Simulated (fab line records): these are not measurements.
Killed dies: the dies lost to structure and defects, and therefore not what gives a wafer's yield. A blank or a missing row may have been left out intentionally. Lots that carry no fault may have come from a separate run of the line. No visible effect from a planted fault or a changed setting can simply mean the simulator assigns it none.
Split-lot experiment | flow n5-finfet | 21 wafers read across 7 lots, on a route 1938 steps long

== ABOUT THE SPLIT ==
At N5_BEOL_M0_SAQP_EXPOSE_37 (exposes mask M0 CUT1, target cd 30 nm), the setting dose-mj was moved away from the recipe's 44.75 on 8 of the 21 wafers read, by -5.1% to +4.5%. This setting was run at the recipe's value on the other wafers.

== FROM THE SPLIT TO THE READING: what the file shows between them, 2 steps ==
- N5_BEOL_M0_SAQP_PEB_38: peb time 60 s
- N5_BEOL_M0_SAQP_DEVELOP_39: develop time 30 s

== THE READING ==
Shown in nm: cd-nm at N5_BEOL_M0_SAQP_CD_MEAS_40, with target cd 30 nm. Fault-free wafers of this fab line usually give 30.15 nm, standard deviation 0.2 nm.

wafer  | tool, chamber at the split | dose-mj as run | against the recipe | cd-nm, nm | against lot-mates on the recipe
L075.1 | euv-scanner-01, 0          | 43.7           | -2.3%              | 29.46     | no lot-mate on the recipe
L075.2 | euv-scanner-01, 0          | 43.7           | -2.3%              | 29.49     | no lot-mate on the recipe
L075.4 | euv-scanner-01, 0          | 43.7           | -2.3%              | 29.54     | no lot-mate on the recipe
L081.1 | euv-scanner-01, 0          | 42.47          | -5.1%              | 28.91     | -1.21
L081.3 | euv-scanner-01, 0          | 44.75          | recipe             | 30.28     | -
L081.6 | euv-scanner-01, 0          | 44.75          | recipe             | 29.96     | -
L083.2 | euv-scanner-01, 0          | 44.75          | recipe             | 30.29     | -
L083.5 | euv-scanner-01, 0          | 44.75          | recipe             | 29.89     | -
L083.6 | euv-scanner-01, 0          | 46.77          | +4.5%              | 31.66     | +1.57
L084.1 | euv-scanner-01, 0          | 42.59          | -4.8%              | 29.04     | -1.09
L084.2 | euv-scanner-01, 0          | 42.59          | -4.8%              | 29.21     | -0.92
L084.4 | euv-scanner-01, 0          | 44.75          | recipe             | 30.13     | -
L085.4 | euv-scanner-01, 0          | 44.75          | recipe             | 30.43     | -
L085.5 | euv-scanner-01, 0          | 44.75          | recipe             | 29.95     | -
L085.6 | euv-scanner-01, 0          | 44.75          | recipe             | 29.98     | -
L089.3 | euv-scanner-02, 0          | 44.75          | recipe             | 30.35     | -
L089.4 | euv-scanner-02, 0          | 44.75          | recipe             | 30.21     | -
L089.5 | euv-scanner-02, 0          | 44.75          | recipe             | 30.72     | -
L091.1 | euv-scanner-02, 0          | 44.75          | recipe             | 30.04     | -
L091.3 | euv-scanner-02, 0          | 43             | -3.9%              | 29.15     | -0.97
L091.5 | euv-scanner-02, 0          | 44.75          | recipe             | 30.20     | -

FIT RESULTS
A straight line over all 21 wafers: cd-nm changes by +0.264 nm for each +1% of dose-mj; r = +0.95; the points scatter about the line by 0.21 nm.
The same after taking each lot's own level away (the mean of its wafers on the recipe; 18 wafers): +0.254 nm for each +1%; r = +0.95; scatter 0.21 nm.
Per that fit: largest dose-mj move, reading shift of 1.3 nm.
The span of the lots' own levels, 30.090 to 30.427 nm, comes to 1.7 times the standard deviation stated above.
Consequently the slope shifts little with the lot-to-lot level, the two slopes agreeing.
Check: -1.25 nm against its lot-mates is what the line predicts for one of the wafers moved furthest among these (-5.1%) when that wafer is left out of the fit. It came out at -1.21 nm against them.

== OTHER SPLITS APPLIED TO THESE WAFERS ==
Before the reading, these wafers also passed through other splits. Each is held against what the fit with the lots' levels taken away leaves over:
other split on the same wafers  | wafers away from the commonest value | r with cd-nm (lot level and that fit taken away)
N5_BEOL_M0_SAQP_PECVD_96 time-s | 9                                    | -0.11

== THE WHOLE CHAIN: every reading that the file lists as answering this split, in the file's order ==
step                        | what it does                                                           | reading                                                             | change (the file's fit)               | r (the file's)
N5_BEOL_M0_SAQP_CD_MEAS_40  | target cd 30 nm                                                        | cd-nm                                                               | +0.257 nm for each +1% of the setting | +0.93
N5_BEOL_M0_SAQP_DESCUM_45   | chemistry O2, time 7 s                                                 | BEOL_M0_SAQP.cd-nm (the simulator's own value, which no gauge read) | +0.254 nm for each +1% of the setting | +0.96
N5_BEOL_M0_SAQP_ETCH_88     | etches underlayer in N2/H2, target depth 6.5 nm, time 5.2 s            | BEOL_M0_SAQP.cd-nm (the simulator's own value, which no gauge read) | +0.239 nm for each +1% of the setting | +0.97
N5_BEOL_M0_SAQP_CUT_ETCH_46 | etches SOC in N2/H2, target depth 135 nm, overetch 27 nm, time 202.5 s | BEOL_M0_SAQP.cd-nm (the simulator's own value, which no gauge read) | +0.26 nm for each +1% of the setting  | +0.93
N5_BEOL_M0_SAQP_ETCH_49     | etches SiO2 in CF4/O2, target depth 37 nm                              | BEOL_M0_SAQP.cd-nm (the simulator's own value, which no gauge read) | +0.269 nm for each +1% of the setting | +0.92

== THE FILE'S OWN FIT ==
cd-nm changes by +0.257 nm for each +1% of dose-mj, r = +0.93.
